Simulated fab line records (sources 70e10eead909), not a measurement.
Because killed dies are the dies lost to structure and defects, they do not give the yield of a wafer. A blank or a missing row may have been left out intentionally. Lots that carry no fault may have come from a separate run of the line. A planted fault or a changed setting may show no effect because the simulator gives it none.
Comparing a struck lot with a sound one | flow nandHarc | 15 out of 1159 route steps
Sound: the wafers L224.3, L224.4, L224.5. Wafers L217.3, L217.5, L217.6 were the ones struck. At the end, the cause is stated.
Per side, at each step with rows, come the tool, then ch with its chambers, and then its first start. Under that, the readings that differ: sound wafers | struck wafers | difference of the means | sigmas: that difference in standard deviations of wafers without a fault.
alike: readings with means less than 2 such deviations apart, plus words and numbers identical on both sides. not compared: withheld readings, readings lacking a value on some wafer, bounds such as >300 that could conceal the same value, and numbers that have no deviation in the record and whose values overlap.
The two part at a step that has a row with sigmas, a row that says differs or no value, or rows on one side only. Non-overlapping numbers with no deviation appear without sigmas and do not part them. A reading missing from all wafers of one side parts the sides only when that side holds two or more wafers.

first, 3 steps without rows for these wafers: NHARC_A_CONTACT_EXPOSE_39 (exposes mask A CC 3); NHARC_A_CONTACT_PEB_40 (peb time 65 s); NHARC_A_CONTACT_DEVELOP_41 (develop time 35 s).
NHARC_A_CONTACT_CD_MEAS_42 targets a cd of 200 nm.
  sound on cdSem-03 ch 0, day 21 08:11; struck on cdSem-01 ch 0, day 20 07:58
  alike: cdNm
NHARC_A_CONTACT_OVL_MEAS_43:
  sound on overlay-02, day 21 08:16; struck on overlay-02, day 20 08:03
  alike: overlayXNm, overlayYNm
NHARC_A_CONTACT_INSPECT_44:
  sound on defectInspect-01, day 21 08:19; struck on defectInspect-01, day 20 08:05
  alike: rawDefectCount
NHARC_A_CONTACT_DESCUM_47: chemistry O2, time 3 s.
  sound on rieDiel-09 ch 1,2, day 21 08:22; struck on rieDiel-09 ch 1,2,3, day 20 08:10
  alike: drypumpMotorCurrentA, oesProductAu, rfVppV, showerheadPlenumPTorr, throttleValvePct
  not compared: rfHoursCounterH
NHARC_A_CONTACT_ETCH_48: etches the open film in CF4, target depth 39 nm, time 65 s.
  sound on rieDiel-09 ch 2,3, day 21 08:27; struck on rieDiel-09 ch 1,2, day 20 08:14
  alike: biasW, cf4FlowSccm, drypumpMotorCurrentA, oesProductAu, rfVppV, showerheadPlenumPTorr, throttleValvePct
  not compared: rfHoursCounterH
NHARC_A_CONTACT_ETCH_49: etches the open film in N2/H2, target depth 260 nm, time 475.3 s.
  sound: rieDiel-09 ch 0,2,3; struck: rieDiel-09 ch 0,1
reading              | sound                | struck               | difference | sigmas
throttleValvePct (%) | 14.159 14.142 14.162 | 14.172 14.168 14.184 | +0.020     | +2
  alike: biasW, chamberPressureMTorr, drypumpMotorCurrentA, oesProductAu, rfVppV, showerheadPlenumPTorr
  not compared: rfHoursCounterH
then, 2 steps without rows for these wafers: NHARC_A_CONTACT_ETCH_50 (etches the open film in CF4/CHF3, target depth 84.7 nm, time 42.4 s); NHARC_A_CONTACT_ETCH_51 (etches the open film in O2/COS, target depth 3600 nm, time 936 s).
NHARC_A_CONTACT_ETCH_111: etches the open film in C4F8/O2/Ar, time 140 s, target depth 700 nm.
  sound on harCapEtch-02 ch 0,1, day 21 09:42; struck on harCapEtch-01 ch 0,1, day 20 09:52
  alike: chamberPressureMTorr, oesAirLineAu
  not compared: rfHoursCounterH
NHARC_A_CONTACT_ETCH_112: etches the open film in C4F8/O2/Ar, time 94 s, target depth 922 nm.
  sound on harCapEtch-02 ch 0,1, day 21 09:52; struck on harCapEtch-01 ch 0,1, day 20 10:01
  no value came back on the struck wafers for chamberPressureMTorr (mTorr), oesAirLineAu (a.u.); on the sound wafers chamberPressureMTorr (mTorr) reads 19.993 19.980 20.014
  not compared: rfHoursCounterH
NHARC_A_CONTACT_ETCH_113: etches the open film in C4F8/O2/Ar, time 94 s, target depth 922 nm.
  sound on harCapEtch-02 ch 0,1, day 21 09:58; struck on harCapEtch-01 ch 0,1, day 20 10:06
  alike: chamberPressureMTorr, oesAirLineAu
  not compared: rfHoursCounterH
-- record jumps: 3 days between struck wafers' starts before vs after; left off in module A_CONTACT, resumes in module END, first step shown is number 1159 of the route --
NHARC_END_SORT_01:
  sound on prober-01 ch 0, day 24 13:38; struck on prober-01 ch 0, day 23 22:01
reading       | sound    | struck      | difference | sigmas
killedAtArray | 34 45 38 | 671 674 674 | +634       | +58
killedDies    | 39 48 42 | 677 677 677 | +634       | +53
  alike: killedAtOther, killedAtPeriphery, killedOpen, killedShort

## WHERE THEY PART
First at NHARC_A_CONTACT_ETCH_49; last, within this record, at NHARC_END_SORT_01.

WHY: the cause the simulator had injected
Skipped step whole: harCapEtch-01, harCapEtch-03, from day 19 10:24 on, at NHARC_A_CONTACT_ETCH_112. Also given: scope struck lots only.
